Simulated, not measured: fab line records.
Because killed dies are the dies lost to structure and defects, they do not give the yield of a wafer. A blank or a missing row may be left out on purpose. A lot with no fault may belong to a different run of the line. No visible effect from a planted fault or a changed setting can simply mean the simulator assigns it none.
Chamber matching :: flow n5_finfet :: N5_MOL_CONTACT_COAG_ETCH_90 on rie_diel-05: 3 sister chambers
The step etches SiARC in CF4, target depth 13 nm, time 21.7 s. 14 wafers are shown with their chamber, then 4 later ones without.

== EACH WAFER AND ITS CHAMBER ==
wafer: L290.1
chamber: 3
drypump_motor_current_A (A): 5.3
throttle_valve_pct (%): 15.27
showerhead_plenum_p_Torr (Torr): 2.18

wafer: L290.2
chamber: 0
drypump_motor_current_A (A): 6.2
throttle_valve_pct (%): 15.73
showerhead_plenum_p_Torr (Torr): 2.14

wafer: L290.6
chamber: 1
drypump_motor_current_A (A): 5.4
throttle_valve_pct (%): 15.76
showerhead_plenum_p_Torr (Torr): 2.13

wafer: L293.1
chamber: 0
drypump_motor_current_A (A): 6.3
throttle_valve_pct (%): 15.75
showerhead_plenum_p_Torr (Torr): 2.13

wafer: L293.3
chamber: 3
drypump_motor_current_A (A): 5.3
throttle_valve_pct (%): 15.29
showerhead_plenum_p_Torr (Torr): 2.18

wafer: L293.6
chamber: 0
drypump_motor_current_A (A): 6.2
throttle_valve_pct (%): 15.75
showerhead_plenum_p_Torr (Torr): 2.13

wafer: L296.1
chamber: 1
drypump_motor_current_A (A): 5.4
throttle_valve_pct (%): 15.81
showerhead_plenum_p_Torr (Torr): 2.13

wafer: L296.2
chamber: 0
drypump_motor_current_A (A): 6.2
throttle_valve_pct (%): 15.77
showerhead_plenum_p_Torr (Torr): 2.13

wafer: L296.6
chamber: 3
drypump_motor_current_A (A): 5.3
throttle_valve_pct (%): 15.32
showerhead_plenum_p_Torr (Torr): 2.17

wafer: L298.1
chamber: 1
drypump_motor_current_A (A): 5.4
throttle_valve_pct (%): 15.82
showerhead_plenum_p_Torr (Torr): 2.13

wafer: L298.5
chamber: 0
drypump_motor_current_A (A): 6.2
throttle_valve_pct (%): 15.77
showerhead_plenum_p_Torr (Torr): 2.13

wafer: L298.6
chamber: 3
drypump_motor_current_A (A): 5.3
throttle_valve_pct (%): 15.31
showerhead_plenum_p_Torr (Torr): 2.17

wafer: L307.1
chamber: 0
drypump_motor_current_A (A): 6.2
throttle_valve_pct (%): 15.81
showerhead_plenum_p_Torr (Torr): 2.12

wafer: L307.3
chamber: 3
drypump_motor_current_A (A): 5.3
throttle_valve_pct (%): 15.35
showerhead_plenum_p_Torr (Torr): 2.17

SIGNATURES (means of the wafers above)
reading: drypump_motor_current_A
chamber 0: 6.217
chamber 1: 5.400
chamber 3: 5.300
scatter within a chamber: 0.0275

reading: throttle_valve_pct
chamber 0: 15.7633
chamber 1: 15.7967
chamber 3: 15.3080
scatter within a chamber: 0.0294

reading: showerhead_plenum_p_Torr
chamber 0: 2.1300
chamber 1: 2.1300
chamber 3: 2.1740
scatter within a chamber: 0.00539
Rule: a wafer's distance from a chamber is the root of the sum, over the readings, of the square of ((its reading less the chamber's mean) divided by the reading's scatter). If the next closest chamber is less than 2 further off than the closest, the wafer can't be placed; otherwise it belongs to the closest. How the scatter is found: for the shown wafers, subtract from each reading the mean of its chamber, square and add these, divide the total by (wafers less chambers), then take the root.

== WAFERS WITH NO CHAMBER GIVEN ==
wafer: L307.5
drypump_motor_current_A (A): 5.3
throttle_valve_pct (%): 15.35
showerhead_plenum_p_Torr (Torr): 2.17

wafer: L308.2
drypump_motor_current_A (A): 6.2
throttle_valve_pct (%): 15.81
showerhead_plenum_p_Torr (Torr): 2.12

wafer: L311.1
drypump_motor_current_A (A): 6.2
throttle_valve_pct (%): 15.82
showerhead_plenum_p_Torr (Torr): 2.12

wafer: L311.6
drypump_motor_current_A (A): 6.2
throttle_valve_pct (%): 15.82
showerhead_plenum_p_Torr (Torr): 2.12

== EACH ONE'S CHAMBER ==
wafer: L307.5
from the rows above: 3
in truth: 3

wafer: L308.2
from the rows above: 0
in truth: 0

wafer: L311.1
from the rows above: 0
in truth: 0

wafer: L311.6
from the rows above: 0
in truth: 0
Placed correctly: 4 of 4. Not placeable from these rows: 0. Wrongly placed: 0.
